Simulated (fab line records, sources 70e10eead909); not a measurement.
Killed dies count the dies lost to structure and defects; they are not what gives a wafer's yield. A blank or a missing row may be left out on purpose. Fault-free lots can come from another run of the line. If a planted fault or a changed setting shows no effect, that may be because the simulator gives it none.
Which tool did it? -- flow nand_harc -- 36 wafers from 12 lots sampled at 4 of the route's 1159 steps

WHAT THE GAUGES READ, wafer by wafer
NHARC_P_M0_INSPECT_27.
lot,measured,on,raw_defect_count
L076,day 6 14:42,defect_inspect-01,299 289 291
L077,day 6 17:14,defect_inspect-01,321 303 174
L079,day 7 13:13,defect_inspect-02,255 171 255
L081,day 7 18:14,defect_inspect-01,146 301 244
L082,day 8 09:45,defect_inspect-01,158 293 225
L085,day 9 02:11,defect_inspect-01,260 331 457
L088,day 9 15:49,defect_inspect-02,498 304 387
L089,day 10 04:26,defect_inspect-02,401 336 350
L092,day 10 11:02,defect_inspect-02,330 335 249
L093,day 10 16:37,defect_inspect-02,480 419 245
L095,day 11 03:49,defect_inspect-02,175 264 202
L097,day 11 12:09,defect_inspect-01,191 297 449

WHAT TOOL EACH LOT RAN ON (gives the tool, then ch and the chambers of the sampled wafers, and finally the start)
lot,NHARC_P_GATE_ETCH_32,NHARC_P_GATE_DEGAS_109,NHARC_P_CONTACT_DEGAS_38
L076,"rie_si-06 ch 0,3, day 5 02:05","pvd_sputter-02, day 6 01:40","pvd_sputter-02, day 6 06:09"
L077,"rie_si-05 ch 0,2,3, day 5 13:46","pvd_sputter-02, day 6 07:28","pvd_sputter-02, day 6 12:07"
L079,"rie_si-05 ch 0,1,2, day 6 06:57","pvd_sputter-02, day 6 23:38","pvd_sputter-01, day 7 03:59"
L081,"rie_si-04 ch 0,2,3, day 6 14:52","pvd_sputter-02, day 7 07:59","pvd_sputter-03, day 7 12:28"
L082,"rie_si-04 ch 0,1, day 7 07:12","pvd_sputter-03, day 8 00:11","pvd_sputter-01, day 8 04:40"
L085,"rie_si-05 ch 0,2,3, day 7 23:28","pvd_sputter-03, day 8 16:23","pvd_sputter-02, day 8 21:01"
L088,"rie_si-05 ch 1,2,3, day 8 06:17","pvd_sputter-01, day 9 00:13","pvd_sputter-01, day 9 05:33"
L089,"rie_si-06 ch 0,2,3, day 9 00:38","pvd_sputter-03, day 9 17:59","pvd_sputter-03, day 9 22:35"
L092,"rie_si-06 ch 0,2, day 9 05:11","pvd_sputter-01, day 9 22:08","pvd_sputter-01, day 10 02:29"
L093,"rie_si-06 ch 1,2,3, day 9 10:21","pvd_sputter-03, day 10 03:21","pvd_sputter-01, day 10 08:10"
L095,"rie_si-04 ch 1,3, day 10 01:05","pvd_sputter-02, day 10 18:09","pvd_sputter-01, day 10 22:33"
L097,"rie_si-04 ch 0,2,3, day 10 07:00","pvd_sputter-02, day 10 23:50","pvd_sputter-01, day 11 04:19"
- NHARC_P_GATE_ETCH_32: etches the open film in HBr/Cl2, target depth 150 nm, time 100.1 s.
- NHARC_P_GATE_DEGAS_109: time 60 s.
- NHARC_P_CONTACT_DEGAS_38: time 60 s.

THE ANSWER, worked out from the rows above alone
Rule: what is usual is taken from the lots themselves. Put in order of their means at a reading, lots are off if they are a third of the lots or fewer, leave a main group of 4 or more, and stand apart from it by a gap of 3 or more times the standard deviation of the main group's means; of several such gaps the widest counts. If all means in a main group match to the digits the tables above print for the reading, that group is not used. A lot without any number at a reading at which 4 lots or more have one is off too. Where the step has rows for the other lots, those lots are counted as sound.
No lot is off at any reading shown: from this, nothing can be told.

WHAT THE SIMULATOR HAD INSERTED
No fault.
